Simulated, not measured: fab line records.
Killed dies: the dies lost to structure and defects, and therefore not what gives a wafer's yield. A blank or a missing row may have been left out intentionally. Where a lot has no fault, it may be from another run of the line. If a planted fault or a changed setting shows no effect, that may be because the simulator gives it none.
Which tool did it? + flow n5 finfet + Sampling: 11 lots, 33 wafers, 5 of 1938 route steps

WHAT THE GAUGES READ, wafer by wafer
N5_BEOL_M4_RC_MEAS_101.
| lot  | measured     | on        | DIBL_N (mV/V)  |
|------|--------------|-----------|----------------|
| L242 | day 7 22:32  | prober-02 | 37.0 43.5 39.5 |
| L244 | day 8 21:05  | prober-01 | 38.3 37.2 35.4 |
| L249 | day 10 14:48 | prober-02 | 38.0 36.2 37.5 |
| L248 | day 10 16:34 | prober-01 | 32.3 36.5 33.2 |
| L254 | day 11 23:30 | prober-01 | 34.6 39.2 42.8 |
| L256 | day 12 11:10 | prober-01 | 34.2 35.1 39.3 |
| L259 | day 12 22:44 | prober-02 | 34.7 37.8 34.3 |
| L260 | day 13 05:12 | prober-02 | 36.9 37.6 37.0 |
| L262 | day 14 04:37 | prober-02 | 36.8 37.1 37.0 |
| L264 | day 14 07:26 | prober-01 | 28.6 32.5 32.1 |
| L263 | day 14 07:22 | prober-02 | 40.0 36.7 41.0 |

TOOL THAT RAN EACH LOT (tool first, then ch and the chambers of the sampled wafers, then the start)
| lot  | N5_BEOL_M2_SPUTTER_90        | N5_BEOL_M2_PRE_CLEAN_60          | N5_BEOL_M3_HM_DEP_02         | N5_BEOL_M3_COAT_05                |
|------|------------------------------|----------------------------------|------------------------------|-----------------------------------|
| L242 | pvd sputter-03, day 7 01:19  | cvd co-02 ch 1,2, day 7 02:59    | pvd sputter-03, day 7 04:19  | litho track-04 ch 0, day 7 04:26  |
| L244 | pvd sputter-03, day 7 10:13  | cvd co-01 ch 0,1, day 7 11:44    | pvd sputter-01, day 7 13:53  | litho track-04 ch 0, day 7 14:01  |
| L249 | pvd sputter-02, day 9 09:38  | cvd co-02 ch 1,2, day 9 11:07    | pvd sputter-03, day 9 11:47  | litho track-03 ch 0, day 9 11:55  |
| L248 | pvd sputter-01, day 9 10:49  | cvd co-02 ch 1,2, day 9 12:23    | pvd sputter-01, day 9 13:31  | litho track-04 ch 0, day 9 13:40  |
| L254 | pvd sputter-02, day 10 17:25 | cvd co-01 ch 0,1,2, day 10 18:55 | pvd sputter-03, day 10 21:43 | litho track-04 ch 0, day 10 21:51 |
| L256 | pvd sputter-01, day 10 20:07 | cvd co-02 ch 0,1,2, day 10 21:40 | pvd sputter-03, day 10 22:45 | litho track-04 ch 0, day 10 22:53 |
| L259 | pvd sputter-01, day 11 10:34 | cvd co-02 ch 0,2, day 11 12:03   | pvd sputter-02, day 11 13:29 | litho track-03 ch 0, day 11 13:37 |
| L260 | pvd sputter-01, day 11 23:55 | cvd co-01 ch 0,1,2, day 12 01:41 | pvd sputter-03, day 12 02:34 | litho track-03 ch 0, day 12 02:41 |
| L262 | pvd sputter-01, day 12 20:58 | cvd co-02 ch 0,1,2, day 12 22:32 | pvd sputter-03, day 12 23:38 | litho track-01 ch 0, day 12 23:46 |
| L264 | pvd sputter-01, day 13 02:35 | cvd co-02 ch 1,2, day 13 04:05   | pvd sputter-01, day 13 05:20 | litho track-01 ch 0, day 13 05:29 |
| L263 | pvd sputter-02, day 13 02:57 | cvd co-01 ch 1,2, day 13 04:41   | pvd sputter-03, day 13 05:28 | litho track-03 ch 0, day 13 05:36 |
- N5_BEOL_M2_SPUTTER_90: material Cu, target thk 4.5 nm, time 8.29 s.
- N5_BEOL_M2_PRE_CLEAN_60: time 15 s.
- N5_BEOL_M3_HM_DEP_02: deposits TiN, target thk 20 nm.
- N5_BEOL_M3_COAT_05: resist thk 30 nm.

THE ANSWER, worked out from the rows above alone
Rule: what is usual is taken from the lots themselves. The widest of any qualifying gaps counts: lots, ordered by their means at a reading, are off when they make up no more than a third of the lots, leave a main group of 4 or more, and stand apart from it by 3 or more times the standard deviation of that group's means. A main group whose means are all the same, to the digits that the tables above print for the reading, isn't used. A lot without any number at a reading at which 4 lots or more have one is off too. All remaining lots with rows at the step are treated as sound.
Across all readings shown, no lot is off: no conclusion can be drawn from this.

WHAT THE SIMULATOR HAD INSERTED
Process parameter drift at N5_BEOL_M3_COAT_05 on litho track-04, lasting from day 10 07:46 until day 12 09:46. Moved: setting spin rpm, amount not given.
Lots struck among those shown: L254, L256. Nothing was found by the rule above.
